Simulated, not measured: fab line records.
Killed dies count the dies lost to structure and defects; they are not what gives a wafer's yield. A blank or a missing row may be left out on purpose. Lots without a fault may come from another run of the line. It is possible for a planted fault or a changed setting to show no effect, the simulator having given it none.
One fault through the eyes of 2 desks	flow nand-harc	numbers are kept per desk, each desk with only its own; the story behind them comes last

== AT THE TOOL OWNER'S DESK: cvd-w-02 ==
The tool's own readings at NHARC_A_WL_FILL_CVD_03 (deposits W, target thk 40 nm, time 3302 s): means of the sampled wafers that have a number, for each lot that ran on this tool. A lot is out of limits, marked OUT, if its mean lies more than 4 standard deviations from the usual mean; the brackets give that distance.
Columns: A = heater-power-w at NHARC_A_WL_FILL_CVD_03, usual 501 W; B = throttle-valve-pct at NHARC_A_WL_FILL_CVD_03, usual 7.95 %
lot	first seen here	A	B
L657	day 15 15:11	443	8.01
L661	day 15 17:58	475	8.11
L659	day 16 04:02	439	8.10
L662	day 16 06:52	433	7.86
L666	day 17 18:39	512	7.96
L679	day 20 20:28	482	7.93
This desk found nothing out of limits on any of the 6 lots.

== THE DEFECT DESK ==
Inspection counts along the route, by lot: the mean over sampled wafers that carry a number. A lot is out of limits, marked OUT, if its mean lies more than 4 standard deviations from the usual mean; the brackets give that distance.
Columns: A = raw-defect-count at NHARC_HYBRID_BOND_INSPECT_06, usual 35
lot	first seen here	A
L657	day 19 09:17	49
L656	day 19 09:19	19
L658	day 19 09:19	24
L661	day 19 09:20	33
L659	day 19 17:41	34
L662	day 20 01:07	26
L666	day 21 00:22	29
L670	day 21 15:54	20
L672	day 22 12:41	32
L674	day 23 10:48	51
L673	day 23 10:49	9
L678	day 24 05:53	24
L679	day 24 13:53	57
This desk found nothing out of limits on any of the 13 lots.

== PUT TOGETHER ==
The tool owner's desk saw nothing out of limits.
No out-of-limits result turned up at the defect desk.

== WHAT HAD BEEN PUT IN BY THE SIMULATOR ==
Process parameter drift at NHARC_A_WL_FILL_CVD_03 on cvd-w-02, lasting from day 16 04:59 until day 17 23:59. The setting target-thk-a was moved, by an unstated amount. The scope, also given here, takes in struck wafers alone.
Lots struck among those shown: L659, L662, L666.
